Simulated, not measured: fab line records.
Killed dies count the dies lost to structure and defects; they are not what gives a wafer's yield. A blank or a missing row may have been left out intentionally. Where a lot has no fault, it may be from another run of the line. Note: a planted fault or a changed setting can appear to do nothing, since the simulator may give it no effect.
Chamber matching || flow nandHarc || cmp-01 running NHARC_THIN_TSV_CMP_21: 4 sister chambers
The step polishes, t overpolish 30 s, target thk 2000 nm. 8 wafers are shown with their chamber, then 9 later ones without.

== EACH WAFER AND ITS CHAMBER ==
{"wafer": "L163.4", "chamber": 1, "motorCurrentA (A)": 13.0, "overpolishRunS (s)": 29.997}
{"wafer": "L165.3", "chamber": 1, "motorCurrentA (A)": 12.9, "overpolishRunS (s)": 29.999}
{"wafer": "L171.6", "chamber": 0, "motorCurrentA (A)": 12.2, "overpolishRunS (s)": 29.988}
{"wafer": "L176.4", "chamber": 3, "motorCurrentA (A)": 10.8, "overpolishRunS (s)": 30.003}
{"wafer": "L176.5", "chamber": 2, "motorCurrentA (A)": 11.3, "overpolishRunS (s)": 30.009}
{"wafer": "L177.1", "chamber": 2, "motorCurrentA (A)": 10.9, "overpolishRunS (s)": 29.986}
{"wafer": "L177.3", "chamber": 3, "motorCurrentA (A)": 10.7, "overpolishRunS (s)": 29.998}
{"wafer": "L177.4", "chamber": 0, "motorCurrentA (A)": 12.4, "overpolishRunS (s)": 29.991}

== WAFERS WHOSE CHAMBER IS MISSING ==
{"wafer": "L183.1", "motorCurrentA (A)": 11.4, "overpolishRunS (s)": 29.995}
{"wafer": "L183.3", "motorCurrentA (A)": 12.2, "overpolishRunS (s)": 30.011}
{"wafer": "L183.4", "motorCurrentA (A)": 11.5, "overpolishRunS (s)": 29.986}
{"wafer": "L181.3", "motorCurrentA (A)": 11.4, "overpolishRunS (s)": 30.013}
{"wafer": "L181.4", "motorCurrentA (A)": 13.0, "overpolishRunS (s)": 29.986}
{"wafer": "L181.6", "motorCurrentA (A)": 11.6, "overpolishRunS (s)": 30.006}
{"wafer": "L180.2", "motorCurrentA (A)": 11.7, "overpolishRunS (s)": 29.991}
{"wafer": "L180.4", "motorCurrentA (A)": 12.2, "overpolishRunS (s)": 30.014}
{"wafer": "L180.6", "motorCurrentA (A)": 11.3, "overpolishRunS (s)": 30.011}

== CHAMBER TAKEN BY EACH ==
{"wafer": "L183.1", "from the rows above": 2, "in truth": 2}
{"wafer": "L183.3", "from the rows above": 0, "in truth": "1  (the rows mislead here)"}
{"wafer": "L183.4", "from the rows above": 2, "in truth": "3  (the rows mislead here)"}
{"wafer": "L181.3", "from the rows above": "can't be placed: 2 or 3", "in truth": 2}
{"wafer": "L181.4", "from the rows above": 1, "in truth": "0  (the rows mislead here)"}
{"wafer": "L181.6", "from the rows above": "can't be placed: 2 or 0 or 3", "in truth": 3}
{"wafer": "L180.2", "from the rows above": "can't be placed: 0 or 2", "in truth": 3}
{"wafer": "L180.4", "from the rows above": "can't be placed: 0 or 1", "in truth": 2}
{"wafer": "L180.6", "from the rows above": "can't be placed: 2 or 3", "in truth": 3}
Correctly placed: 1 of 9. From these rows, 5 cannot be placed; in 3 the true chamber is one of the candidates. Placed wrongly: 3.
How it was worked out, from the rows above alone: a wafer's distance from a chamber is the root of the sum, over the readings, of the square of ((its reading less the chamber's mean) divided by the reading's scatter). The wafer belongs to the nearest chamber; if the next one is less than 2 further off, it can't be placed. A chamber's mean is the mean of its shown wafers. The scatter is the square root of a quotient: the sum, over the shown wafers, of each reading's squared deviation from its chamber's mean, divided by wafers minus chambers.
